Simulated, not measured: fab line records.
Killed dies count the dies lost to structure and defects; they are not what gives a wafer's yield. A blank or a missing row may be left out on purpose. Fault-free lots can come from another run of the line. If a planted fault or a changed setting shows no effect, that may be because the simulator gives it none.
Which tool did it? -- flow n5_finfet -- 30 wafers from 11 lots sampled at 5 of the route's 1938 steps

## WHAT THE GAUGES SHOWED, per wafer
N5_BEOL_M12_OVL_MEAS_29.
lot,measured,on,M12_OVL (nm)
L482,day 10 20:22,overlay-01,13 -3 0
L483,day 11 04:53,overlay-02,3 0 6
L485,day 11 08:34,overlay-02,10 3 11
L484,day 11 12:56,overlay-02,2 10 14
L487,day 12 16:45,overlay-02,4 11 3
L486,day 12 17:22,overlay-01,16 10
L494,day 14 04:31,overlay-01,14 4
L496,day 14 10:35,overlay-01,15 5
L499,day 15 18:32,overlay-02,17 10 14
L500,day 15 18:55,overlay-01,0 12 9
L503,day 17 01:28,overlay-01,11 16 13

N5_BEOL_M13_THK_MEAS_01.
lot,measured,on,M13_ILD_THK (nm)
L482,day 11 00:25,film_metro-01,836 832 834
L483,day 11 08:47,film_metro-01,834 834 851
L485,day 11 11:46,film_metro-01,833 818 830
L484,day 11 20:23,film_metro-01,832 826 846
L487,day 12 19:12,film_metro-01,838 849 850
L486,day 12 21:58,film_metro-01,839 843
L494,day 14 08:13,film_metro-02,815 836
L496,day 14 15:17,film_metro-02,822 838
L499,day 15 21:26,film_metro-01,834 828 818
L500,day 15 21:44,film_metro-02,819 827 837
L503,day 17 04:40,film_metro-02,826 834 833

## EACH LOT AND THE TOOL THAT RAN IT (in order: tool; ch and the chambers of the sampled wafers; start)
lot,N5_BEOL_M12_SPUTTER_44,N5_BEOL_M12_CMP_49,N5_BEOL_M13_ILD_DEP_00
L482,"pvd_sputter-02, day 10 23:08","cmp-04 ch 0,1,2, day 10 23:52","pecvd-01 ch 0,1,2, day 11 00:20"
L483,"pvd_sputter-01, day 11 06:38","cmp-01 ch 0,2,3, day 11 08:12","pecvd-03 ch 1,2, day 11 08:38"
L485,"pvd_sputter-02, day 11 10:29","cmp-04 ch 0,1,2, day 11 11:13","pecvd-02 ch 0,2, day 11 11:37"
L484,"pvd_sputter-01, day 11 19:07","cmp-01 ch 1,2,3, day 11 19:50","pecvd-01 ch 0,2, day 11 20:14"
L487,"pvd_sputter-02, day 12 17:56","cmp-03 ch 0,1,3, day 12 18:34","pecvd-03 ch 1,2, day 12 19:03"
L486,"pvd_sputter-01, day 12 20:41","cmp-04 ch 3, day 12 21:22","pecvd-01 ch 0,2, day 12 21:49"
L494,"pvd_sputter-01, day 14 06:55","cmp-01 ch 2,3, day 14 07:36","pecvd-01 ch 1,2, day 14 08:02"
L496,"pvd_sputter-01, day 14 13:53","cmp-01 ch 1,2, day 14 14:43","pecvd-01 ch 1,2, day 14 15:08"
L499,"pvd_sputter-02, day 15 20:08","cmp-03 ch 0,1,3, day 15 20:49","pecvd-02 ch 0,1,2, day 15 21:17"
L500,"pvd_sputter-02, day 15 20:28","cmp-01 ch 1,2,3, day 15 21:08","pecvd-02 ch 0,1,2, day 15 21:35"
L503,"pvd_sputter-03, day 17 03:21","cmp-01 ch 0,2,3, day 17 04:02","pecvd-01 ch 0,1,2, day 17 04:31"
- N5_BEOL_M12_SPUTTER_44: material Ta, target thk 10 nm, time 16.13 s.
- N5_BEOL_M12_CMP_49: polishes, stops on SiOC, t overpolish 20.6 s, target thk 320 nm.
- N5_BEOL_M13_ILD_DEP_00: deposits SiOC from DEMS/O2, target thk 837.92 nm, time 166.4 s.

## AS READ BY THE TOOLS THEMSELVES (means over the sampled wafers that have a number; for cases with no such wafer, the mark the record gives instead)
N5_BEOL_M12_SPUTTER_44.
lot,tool,bias_v (V),throttle_valve_pct (%)
L482,pvd_sputter-02,79.3,30.0
L483,pvd_sputter-01,81.5,28.1
L485,pvd_sputter-02,79.8,29.7
L484,pvd_sputter-01,80.0,29.2
L487,pvd_sputter-02,79.9,30.3
L486,pvd_sputter-01,80.3,30.4
L494,pvd_sputter-01,79.2,29.9
L496,pvd_sputter-01,79.9,29.6
L499,pvd_sputter-02,80.6,30.1
L500,pvd_sputter-02,79.7,29.4
L503,pvd_sputter-03,80.6,30.6

N5_BEOL_M12_CMP_49.
lot,tool,barrier_field_endpoint_s (s),motor_current_A (A),slurry_filter_dp_kPa (kPa)
L482,cmp-04,30.7,5.4,13.61
L483,cmp-01,29.7,6.9,13.54
L485,cmp-04,30.5,5.4,13.51
L484,cmp-01,29.5,7.0,13.72
L487,cmp-03,30.7,6.0,13.46
L486,cmp-04,29.3,6.4,13.53
L494,cmp-01,33.5,6.9,13.41
L496,cmp-01,33.6,7.7,13.45
L499,cmp-03,29.8,5.8,13.44
L500,cmp-01,29.7,7.3,13.41
L503,cmp-01,30.1,7.1,13.66

N5_BEOL_M13_ILD_DEP_00.
lot,tool,heater_power_outer_w (W),heater_power_w (W),showerhead_plenum_p_Torr (Torr),throttle_valve_pct (%)
L482,pecvd-01,299,510,5.696,11.5
L483,pecvd-03,284,508,5.706,12.0
L485,pecvd-02,267,498,5.698,11.2
L484,pecvd-01,365,563,5.681,11.0
L487,pecvd-03,310,576,5.710,11.7
L486,pecvd-01,328,537,5.693,11.1
L494,pecvd-01,326,554,5.691,11.7
L496,pecvd-01,348,580,5.681,11.9
L499,pecvd-02,297,554,5.698,11.7
L500,pecvd-02,302,568,5.702,11.7
L503,pecvd-01,306,523,5.694,11.5

## THE ANSWER, worked out from the rows above alone
Rule: usual is defined by the lots themselves. The widest of any qualifying gaps counts: lots, ordered by their means at a reading, are off when they make up no more than a third of the lots, leave a main group of 4 or more, and stand apart from it by 3 or more times the standard deviation of that group's means. The tables above print the reading to a certain number of digits; a main group whose means all agree to those digits is not used. A lot without any number at a reading at which 4 lots or more have one is off too. Any other lot the step has rows for is counted as sound. After the gauges, taken in route order, come the tools' own readings; for these a lot's mean is taken, as printed above. At the first step where some lot is off, the reading lying furthest off is the one used; lots without a number count as furthest.
Off at N5_BEOL_M12_CMP_49 (barrier_field_endpoint_s): L494, L496. For the main group the mean is 30.0 s and the standard deviation 0.49.
If a tool, at that step or one of the process steps before it, ran each lot that is off and ran no sound lot following the first of them, it fits. One candidate fits, namely pvd_sputter-01 at N5_BEOL_M12_SPUTTER_44. A fault onset in the window from L486 (day 12 20:41, its last sound lot) to L494 (day 14 06:55, its first lot off) fits.

## WHAT THE SIMULATOR HAD PUT IN
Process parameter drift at N5_BEOL_M12_SPUTTER_44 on pvd_sputter-01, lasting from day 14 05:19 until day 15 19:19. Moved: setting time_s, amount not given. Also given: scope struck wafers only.
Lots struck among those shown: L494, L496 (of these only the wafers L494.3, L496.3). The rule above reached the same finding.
